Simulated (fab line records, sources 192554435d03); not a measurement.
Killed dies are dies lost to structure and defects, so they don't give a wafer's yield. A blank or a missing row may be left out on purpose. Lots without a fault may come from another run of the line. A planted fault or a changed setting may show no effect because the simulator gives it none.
Which tool did it? | flow n5_finfet | 12 lots, 36 wafers sampled, at 5 steps of a route of 1938

WHAT THE GAUGES READ, wafer by wafer
N5_BEOL_M0_SAQP_CD_MEAS_29: target cd 14.4 nm.
lot  | measured     | on        | cd_nm (nm)
L075 | day 5 22:23  | cd_sem-01 | 14.80 15.17 15.10
L077 | day 6 10:16  | cd_sem-01 | 15.05 14.72 14.95
L079 | day 6 22:01  | cd_sem-03 | 14.96 14.57 14.75
L081 | day 7 10:08  | cd_sem-03 | 14.91 14.93 14.98
L083 | day 7 19:05  | cd_sem-03 | 14.97 15.11 15.00
L085 | day 8 15:29  | cd_sem-01 | 15.11 15.04 14.96
L087 | day 8 23:39  | cd_sem-03 | 14.76 14.60 15.05
L089 | day 9 10:22  | cd_sem-02 | 14.97 14.71 15.04
L091 | day 10 01:07 | cd_sem-02 | 14.86 14.97 14.60
L093 | day 10 09:38 | cd_sem-01 | 14.87 15.01 14.88
L095 | day 10 22:14 | cd_sem-02 | 14.87 14.95 15.28
L097 | day 11 11:56 | cd_sem-02 | 15.41 15.00 15.47

WHICH TOOL RAN EACH LOT (tool, then ch and the chambers of the sampled wafers, then the start)
lot  | N5_MOL_CONTACT_COAG_ETCH_91        | N5_BEOL_M0_SAQP_HM_DEP_02    | N5_BEOL_M0_SAQP_PECVD_03       | N5_BEOL_M0_SAQP_RECESS_104
L075 | rie_diel-05 ch 1,2, day 5 08:19    | pvd_sputter-01, day 5 16:08  | pecvd-03 ch 0,2, day 5 16:16   | vapor_etch-02 ch 0, day 5 18:48
L077 | rie_diel-03 ch 1,3, day 5 21:50    | pvd_sputter-01, day 6 05:34  | pecvd-04 ch 1,2, day 6 05:41   | vapor_etch-01 ch 0,1, day 6 08:38
L079 | rie_diel-05 ch 0,2,3, day 6 07:39  | pvd_sputter-03, day 6 16:28  | pecvd-02 ch 1,2, day 6 16:35   | vapor_etch-02 ch 0,1, day 6 20:31
L081 | rie_diel-02 ch 0,3, day 6 23:06    | pvd_sputter-01, day 7 05:26  | pecvd-03 ch 0,1, day 7 05:33   | vapor_etch-02 ch 0,1, day 7 08:29
L083 | rie_diel-03 ch 1,2,3, day 7 06:04  | pvd_sputter-03, day 7 14:35  | pecvd-02 ch 0,1,2, day 7 14:43 | vapor_etch-01 ch 0,1, day 7 17:35
L085 | rie_diel-05 ch 0,1,3, day 8 01:59  | pvd_sputter-03, day 8 10:11  | pecvd-04 ch 1, day 8 10:19     | vapor_etch-02 ch 1, day 8 13:16
L087 | rie_diel-02 ch 1,2, day 8 09:20    | pvd_sputter-03, day 8 17:08  | pecvd-04 ch 1,2, day 8 17:15   | vapor_etch-01 ch 0,1, day 8 20:10
L089 | rie_diel-03 ch 0,2,3, day 8 23:41  | pvd_sputter-03, day 9 05:59  | pecvd-03 ch 0,2, day 9 06:06   | vapor_etch-01 ch 0,1, day 9 08:50
L091 | rie_diel-03 ch 0,1, day 9 12:29    | pvd_sputter-03, day 9 20:28  | pecvd-02 ch 0,1, day 9 20:35   | vapor_etch-02 ch 0,1, day 9 23:28
L093 | rie_diel-02 ch 0,2,3, day 9 21:41  | pvd_sputter-02, day 10 05:28 | pecvd-04 ch 1,2, day 10 05:35  | vapor_etch-01 ch 0,1, day 10 08:06
L095 | rie_diel-03 ch 0,1,3, day 10 09:56 | pvd_sputter-02, day 10 17:23 | pecvd-02 ch 0,1, day 10 17:30  | vapor_etch-02 ch 0,1, day 10 20:35
L097 | rie_diel-03 ch 1,2, day 10 20:29   | pvd_sputter-01, day 11 05:17 | pecvd-02 ch 1,2, day 11 05:24  | vapor_etch-01 ch 0,1, day 11 08:55
- N5_MOL_CONTACT_COAG_ETCH_91: etches SOC in N2/H2, target depth 60 nm, overetch 21 nm, time 101.2 s.
- N5_BEOL_M0_SAQP_HM_DEP_02: deposits TiN, target thk 12 nm.
- N5_BEOL_M0_SAQP_PECVD_03: deposits SiCN from 3MS/NH3, target thk 12 nm, time 21.1 s.
- N5_BEOL_M0_SAQP_RECESS_104: chemistry HF/NH3, target SiO2, target depth 18 nm, afs cycles 3, sublimation time 60 s.

THE ANSWER, worked out from the rows above alone
Rule: what is usual is taken from the lots themselves. Put in order of their means at a reading, lots are off if they are a third of the lots or fewer, leave a main group of 4 or more, and stand apart from it by a gap of 3 or more times the standard deviation of the main group's means; of several such gaps the widest counts. A main group whose means are all the same, to the digits that the tables above print for the reading, isn't used. A lot without any number at a reading at which 4 lots or more have one is off too. The other lots that the step has rows for count as sound.
No lot is off at any reading shown: from this, nothing can be told.

WHAT THE SIMULATOR HAD PUT IN
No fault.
